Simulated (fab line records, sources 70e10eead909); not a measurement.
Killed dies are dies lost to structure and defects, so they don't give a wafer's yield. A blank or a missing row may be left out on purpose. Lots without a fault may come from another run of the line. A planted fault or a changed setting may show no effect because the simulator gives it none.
Chamber matching | flow nand_harc | NHARC_A_BLC_ETCH_16 on rie_diel-11: 4 sister chambers
The step etches the open film in CF4, target depth 39 nm, time 65 s. 22 wafers are shown with their chamber, then 11 later ones without.

WAFERS WITH THEIR CHAMBER
wafer  | chamber | drypump_motor_current_A (A) | rf_vpp_V (V) | throttle_valve_pct (%)
L074.1 | 2       | 6.6                         | 149.8        | 13.289
L074.3 | 1       | 5.7                         | 150.0        | 13.282
L074.6 | 3       | 5.3                         | 152.9        | 13.304
L075.2 | 1       | 5.6                         | 151.4        | 13.283
L075.3 | 0       | 5.7                         | 151.0        | 13.289
L075.4 | 3       | 5.3                         | 151.9        | 13.291
L078.2 | 2       | 6.6                         | 149.4        | 13.287
L078.3 | 3       | 5.3                         | 152.3        | 13.283
L078.5 | 3       | 5.2                         | 152.6        | 13.271
L080.1 | 3       | 5.2                         | 152.5        | 13.272
L080.2 | 0       | 5.7                         | 151.7        | 13.301
L080.5 | 3       | 5.3                         | 152.9        | 13.304
L084.1 | 2       | 6.6                         | 149.3        | 13.282
L084.4 | 1       | 5.7                         | 151.5        | 13.275
L084.5 | 2       | 6.5                         | 149.5        | 13.282
L085.2 | 1       | 5.7                         | 151.5        | 13.278
L085.5 | 0       | 5.7                         | 148.8        | 13.286
L085.6 | 1       | 5.7                         | 151.0        | 13.274
L087.2 | 2       | 6.5                         | 149.4        | 13.293
L087.3 | 1       | 5.7                         | 151.6        | 13.291
L087.4 | 0       | 5.7                         | 150.3        | 13.279
L089.1 | 0       | 5.7                         | 150.4        | 13.281

SIGNATURES (means of the wafers above)
reading                 | chamber 0 | chamber 1 | chamber 2 | chamber 3 | scatter within a chamber
drypump_motor_current_A | 5.700     | 5.683     | 6.560     | 5.267     | 0.0432
rf_vpp_V                | 150.440   | 151.167   | 149.480   | 152.517   | 0.639
throttle_valve_pct      | 13.28720  | 13.28050  | 13.28660  | 13.28750  | 0.00965
Rule: a wafer's distance from a chamber is the root of the sum, over the readings, of the square of ((its reading less the chamber's mean) divided by the reading's scatter). The wafer belongs to the nearest chamber; if the next one is less than 2 further off, it can't be placed. The scatter: the root of (the sum of the squares of (reading less its chamber's mean) over the shown wafers, divided by (wafers less chambers)).

WAFERS WITHOUT THEIR CHAMBER
wafer  | drypump_motor_current_A (A) | rf_vpp_V (V) | throttle_valve_pct (%)
L089.3 | 5.3                         | 152.4        | 13.281
L089.4 | 6.6                         | 150.7        | 13.299
L088.3 | 5.7                         | 151.6        | 13.285
L088.4 | 5.7                         | 151.1        | 13.281
L088.6 | 6.6                         | 149.4        | 13.285
L090.4 | 6.6                         | 149.7        | 13.285
L090.5 | 5.7                         | 150.1        | 13.292
L090.6 | 5.3                         | 152.4        | 13.287
L097.1 | 5.3                         | 152.6        | 13.280
L097.2 | 5.7                         | 151.3        | 13.297
L097.6 | 5.7                         | 151.9        | 13.291

WHICH CHAMBER EACH WENT THROUGH
wafer  | from the rows above     | in truth
L089.3 | 3                       | 3
L089.4 | 2                       | 2
L088.3 | can't be placed: 1 or 0 | 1
L088.4 | can't be placed: 1 or 0 | 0
L088.6 | 2                       | 2
L090.4 | 2                       | 2
L090.5 | can't be placed: 0 or 1 | 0
L090.6 | 3                       | 3
L097.1 | 3                       | 3
L097.2 | can't be placed: 0 or 1 | 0
L097.6 | can't be placed: 1 or 0 | 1
Placed correctly: 6 of 11. Can't be placed from these rows: 5 (the true chamber is among the candidates in 5). Placed wrongly: 0.
